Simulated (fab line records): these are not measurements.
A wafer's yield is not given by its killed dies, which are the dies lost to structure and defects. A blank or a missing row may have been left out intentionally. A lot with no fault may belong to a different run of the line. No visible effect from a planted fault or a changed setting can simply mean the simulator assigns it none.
Struck lot and sound lot, side by side / flow n5-finfet / 16 steps out of a route of 1938
Sound: wafers L314.1, L314.2, L314.6. Wafers struck: L322.1, L322.2, L322.6. The cause is given at the end.
Per side, at each step with rows, come the tool, then ch with its chambers, and then its first start. Under that, the readings that differ: sound wafers / struck wafers / difference of the means / sigmas: that difference in standard deviations of wafers without a fault.
alike: a reading whose means differ by less than 2 such deviations, as well as words and numbers matching on both sides. not compared: withheld readings; readings where some wafer has no value; bounds like >300 that might hide an equal value; numbers whose values overlap and for which the record gives no deviation.
The two part at a step that has a row with sigmas, a row that says differs or no value, or rows on one side only. When numbers do not overlap yet have no deviation, they are printed without sigmas and do not part them. Lack of a reading on every wafer of one side parts them only where that side has two or more wafers.

first, 3 steps without rows for these wafers: N5_BEOL_M1_CVD_47 (deposits Co from CCTBA/H2, target thk 3 nm, time 223.8 s); N5_BEOL_M1_SPUTTER_48 (material Cu, target thk 4.5 nm, time 8.29 s); N5_BEOL_M1_ANNEAL_49 (time 240 s).
N5_BEOL_M1_SPUTTER_79: material Cu, target thk 4.5 nm, time 8.29 s.
  sound on pvd-sputter-03, day 7 09:23; struck on pvd-sputter-01, day 9 09:18
  alike: substrate-temp-c, throttle-valve-pct
N5_BEOL_M1_ANNEAL_80: time 240 s.
  sound on pvd-sputter-03, day 7 09:28; struck on pvd-sputter-01, day 9 09:23
  alike: heater-power-w, susceptor-temp-C
then, 5 steps without rows for these wafers: N5_BEOL_M1_SPUTTER_81 (material Cu, target thk 4.5 nm, time 8.29 s); N5_BEOL_M1_ANNEAL_82 (time 240 s); N5_BEOL_M1_SPUTTER_86 (material Cu, target thk 4.5 nm, time 8.29 s); N5_BEOL_M1_ANNEAL_87 (time 240 s); N5_BEOL_M1_SPUTTER_88 (material Cu, target thk 4.5 nm, time 8.29 s).
N5_BEOL_M1_ANNEAL_89: time 240 s.
  sound on pvd-sputter-03, day 7 10:07; struck on pvd-sputter-01, day 9 10:02
  alike: heater-power-w, susceptor-temp-C
N5_BEOL_M1_SPUTTER_90: material Cu, target thk 4.5 nm, time 8.29 s.
  sound on pvd-sputter-03, day 7 10:16; struck on pvd-sputter-01, day 9 10:11
  alike: substrate-temp-c, throttle-valve-pct
N5_BEOL_M1_ANNEAL_91: time 240 s.
  sound on pvd-sputter-03, day 7 10:20; struck on pvd-sputter-01, day 9 10:16
  no value came back on the struck wafers for heater-power-w (W), susceptor-temp-C (C), time-s (s); on the sound wafers heater-power-w (W) reads 665 829 741
N5_BEOL_M1_SPUTTER_92: material Cu, target thk 4.5 nm, time 8.29 s.
  sound on pvd-sputter-03, day 7 10:29; struck on pvd-sputter-01, day 9 10:24
  alike: substrate-temp-c, throttle-valve-pct
-- here the record skips 2 days between the struck wafers' starts before and after, leaving off in module BEOL_M1 and picking up in module BEOL_M4 (first step shown: number 1111 of the route) --
N5_BEOL_M4_RC_MEAS_101:
  sound on prober-01 ch 0, day 9 05:17; struck on prober-01 ch 0, day 11 10:47
reading=VT_P (mV); sound=-253.8 -249.5 -254.5; struck=-242.3 -245.9 -248.9; difference=+6.9; sigmas=+2
  alike: DIBL_N, DIBL_P, IOFF_N, IOFF_P, ION_N, ION_P, SS_N, SS_P, VT_N
N5_PASSIVATION_PROBE_49:
  the record has rows for the sound wafers here (prober-01, day 13 12:05) and none for the struck ones

WHERE THEY PART
First at N5_BEOL_M1_ANNEAL_91; last, within this record, at N5_PASSIVATION_PROBE_49.

WHY: whatever the simulator had introduced
At N5_BEOL_M1_ANNEAL_91, the step was skipped entirely on pvd-sputter-01 from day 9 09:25 on. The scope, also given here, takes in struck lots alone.
